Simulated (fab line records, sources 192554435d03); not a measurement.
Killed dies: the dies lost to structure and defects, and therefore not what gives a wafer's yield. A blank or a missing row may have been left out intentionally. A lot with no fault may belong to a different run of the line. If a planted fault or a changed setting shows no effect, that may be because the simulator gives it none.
Split-lot trial / flow n5Finfet / 21 wafers read from 7 lots, route of 1938 steps

== THE SPLIT ITSELF ==
At N5_BEOL_M8_COAT_64 (time 60 s, resist thk 12 nm), the setting spinRpm was moved away from the recipe's 1500 rpm on 7 of the 21 wafers read, by -7.9% to +10.9%. The other wafers ran this setting at the recipe's value.

== FROM THE SPLIT TO THE READING: what the file shows between them, 5 steps ==
- N5_BEOL_M8_COAT_71: time 60 s, resist thk 5 nm
- N5_BEOL_M8_COAT_22: resist thk 30 nm
- N5_BEOL_M8_DESCUM_33: chemistry O2, time 7 s
- N5_BEOL_M8_ETCH_72: etches underlayer in N2/H2, target depth 6.5 nm, time 5.2 s
- N5_BEOL_M8_ETCH_65: etches SiARC in CF4, target depth 15.6 nm, time 26 s

== THE READING ==
SiARC_of_BEOL_M8_COAT_64.thkNm (the simulator's own value, which no gauge read), in nm, at N5_BEOL_M8_ETCH_66 (etches SOC in N2/H2, target depth 80 nm, overetch 16 nm, time 120 s). No usual value for it is given in the file. Across the 14 wafers here that went through the recipe, the average is 6.4 nm and the standard deviation 0.082 nm.

wafer=L074.2; tool, chamber at the split=lithoTrack-05, 0; spinRpm as run, rpm=1500; against the recipe=recipe; SiARC_of_BEOL_M8_COAT_64.thkNm, nm=6.4; against lot-mates on the recipe=-
wafer=L074.4; tool, chamber at the split=lithoTrack-05, 0; spinRpm as run, rpm=1500; against the recipe=recipe; SiARC_of_BEOL_M8_COAT_64.thkNm, nm=6.4; against lot-mates on the recipe=-
wafer=L074.6; tool, chamber at the split=lithoTrack-05, 0; spinRpm as run, rpm=1500; against the recipe=recipe; SiARC_of_BEOL_M8_COAT_64.thkNm, nm=6.4; against lot-mates on the recipe=-
wafer=L076.1; tool, chamber at the split=lithoTrack-04, 0; spinRpm as run, rpm=1500; against the recipe=recipe; SiARC_of_BEOL_M8_COAT_64.thkNm, nm=6.4; against lot-mates on the recipe=-
wafer=L076.4; tool, chamber at the split=lithoTrack-04, 0; spinRpm as run, rpm=1500; against the recipe=recipe; SiARC_of_BEOL_M8_COAT_64.thkNm, nm=6.4; against lot-mates on the recipe=-
wafer=L076.6; tool, chamber at the split=lithoTrack-04, 0; spinRpm as run, rpm=1500; against the recipe=recipe; SiARC_of_BEOL_M8_COAT_64.thkNm, nm=6.4; against lot-mates on the recipe=-
wafer=L080.1; tool, chamber at the split=lithoTrack-01, 0; spinRpm as run, rpm=1500; against the recipe=recipe; SiARC_of_BEOL_M8_COAT_64.thkNm, nm=6.4; against lot-mates on the recipe=-
wafer=L080.4; tool, chamber at the split=lithoTrack-01, 0; spinRpm as run, rpm=1627; against the recipe=+8.5%; SiARC_of_BEOL_M8_COAT_64.thkNm, nm=6; against lot-mates on the recipe=-0.5
wafer=L080.5; tool, chamber at the split=lithoTrack-01, 0; spinRpm as run, rpm=1500; against the recipe=recipe; SiARC_of_BEOL_M8_COAT_64.thkNm, nm=6.6; against lot-mates on the recipe=-
wafer=L089.1; tool, chamber at the split=lithoTrack-01, 0; spinRpm as run, rpm=1663; against the recipe=+10.9%; SiARC_of_BEOL_M8_COAT_64.thkNm, nm=5.8; against lot-mates on the recipe=-0.7
wafer=L089.3; tool, chamber at the split=lithoTrack-01, 0; spinRpm as run, rpm=1500; against the recipe=recipe; SiARC_of_BEOL_M8_COAT_64.thkNm, nm=6.6; against lot-mates on the recipe=-
wafer=L089.5; tool, chamber at the split=lithoTrack-01, 0; spinRpm as run, rpm=1500; against the recipe=recipe; SiARC_of_BEOL_M8_COAT_64.thkNm, nm=6.4; against lot-mates on the recipe=-
wafer=L083.1; tool, chamber at the split=lithoTrack-01, 0; spinRpm as run, rpm=1500; against the recipe=recipe; SiARC_of_BEOL_M8_COAT_64.thkNm, nm=6.4; against lot-mates on the recipe=-
wafer=L083.3; tool, chamber at the split=lithoTrack-01, 0; spinRpm as run, rpm=1558; against the recipe=+3.9%; SiARC_of_BEOL_M8_COAT_64.thkNm, nm=6.2; against lot-mates on the recipe=-0.2
wafer=L083.5; tool, chamber at the split=lithoTrack-01, 0; spinRpm as run, rpm=1558; against the recipe=+3.9%; SiARC_of_BEOL_M8_COAT_64.thkNm, nm=6; against lot-mates on the recipe=-0.4
wafer=L097.1; tool, chamber at the split=lithoTrack-05, 0; spinRpm as run, rpm=1382; against the recipe=-7.9%; SiARC_of_BEOL_M8_COAT_64.thkNm, nm=6.8; against lot-mates on the recipe=+0.4
wafer=L097.2; tool, chamber at the split=lithoTrack-05, 0; spinRpm as run, rpm=1500; against the recipe=recipe; SiARC_of_BEOL_M8_COAT_64.thkNm, nm=6.4; against lot-mates on the recipe=-
wafer=L097.5; tool, chamber at the split=lithoTrack-05, 0; spinRpm as run, rpm=1500; against the recipe=recipe; SiARC_of_BEOL_M8_COAT_64.thkNm, nm=6.4; against lot-mates on the recipe=-
wafer=L096.3; tool, chamber at the split=lithoTrack-01, 0; spinRpm as run, rpm=1637; against the recipe=+9.1%; SiARC_of_BEOL_M8_COAT_64.thkNm, nm=6; against lot-mates on the recipe=-0.6
wafer=L096.5; tool, chamber at the split=lithoTrack-01, 0; spinRpm as run, rpm=1500; against the recipe=recipe; SiARC_of_BEOL_M8_COAT_64.thkNm, nm=6.6; against lot-mates on the recipe=-
wafer=L096.6; tool, chamber at the split=lithoTrack-01, 0; spinRpm as run, rpm=1637; against the recipe=+9.1%; SiARC_of_BEOL_M8_COAT_64.thkNm, nm=5.8; against lot-mates on the recipe=-0.8

THE FIT
A straight line over all 21 wafers: SiARC_of_BEOL_M8_COAT_64.thkNm changes by -0.0567 nm for each +1% of spinRpm; r = -0.94; the points scatter about the line by 0.094 nm.
The same after taking each lot's own level away (the mean of its wafers on the recipe; 21 wafers): -0.0658 nm for each +1%; r = -0.97; scatter 0.078 nm.
That fit puts the effect of the largest move of spinRpm on the reading at 0.71 nm.
Across the lots, their own levels run from 6.40 to 6.60 nm, a range of 2.4 times the standard deviation given above.
Hence the slope depends on the lot-to-lot level, as the two fits are not the same.
Check: -0.742 nm against its lot-mates is what the line predicts for one of the wafers moved furthest among these (+10.9%) when that wafer is left out of the fit. It came out at -0.7 nm against them.

== OTHER SPLITS ON THESE WAFERS ==
Note: prior to the reading, these wafers also went through further splits. Each is held against what the fit with the lots' levels taken away leaves over:
other split on the same wafers=N5_BEOL_M7_TRENCH_ETCH_37 sourceW; wafers away from the commonest value=6; r with SiARC_of_BEOL_M8_COAT_64.thkNm (lot level and that fit taken away)=-0.23
other split on the same wafers=N5_BEOL_M8_COAT_63 spinRpm; wafers away from the commonest value=4; r with SiARC_of_BEOL_M8_COAT_64.thkNm (lot level and that fit taken away)=-0.15

== THE WHOLE CHAIN: every reading that the file lists as answering this split, in the file's order ==
step=N5_BEOL_M8_COAT_64; what it does=time 60 s, resist thk 12 nm; reading=SiARC_of_BEOL_M8_COAT_64.thkNm (the simulator's own value, which no gauge read); change (the file's fit)=-0.0544 nm for each +1% of the setting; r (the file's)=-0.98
step=N5_BEOL_M8_ETCH_65; what it does=etches SiARC in CF4, target depth 15.6 nm, time 26 s; reading=etchRfOnTimeS; change (the file's fit)=withheld for each +1% of the setting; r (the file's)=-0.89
step=N5_BEOL_M8_ETCH_65; what it does=etches SiARC in CF4, target depth 15.6 nm, time 26 s; reading=etch.depthNm (the simulator's own value, which no gauge read); change (the file's fit)=-0.0585 nm for each +1% of the setting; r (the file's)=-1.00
step=N5_BEOL_M8_ETCH_65; what it does=etches SiARC in CF4, target depth 15.6 nm, time 26 s; reading=CAR-EUV_of_BEOL_M8_COAT_22.thkNm (the simulator's own value, which no gauge read); change (the file's fit)=+0.0506 nm for each +1% of the setting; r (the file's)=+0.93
step=N5_BEOL_M8_ETCH_66; what it does=etches SOC in N2/H2, target depth 80 nm, overetch 16 nm, time 120 s; reading=SiARC_of_BEOL_M8_COAT_64.thkNm (the simulator's own value, which no gauge read); change (the file's fit)=-0.0644 nm for each +1% of the setting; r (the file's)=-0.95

== THE FILE'S OWN FIT ==
SiARC_of_BEOL_M8_COAT_64.thkNm changes by -0.0644 nm for each +1% of spinRpm, r = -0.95.
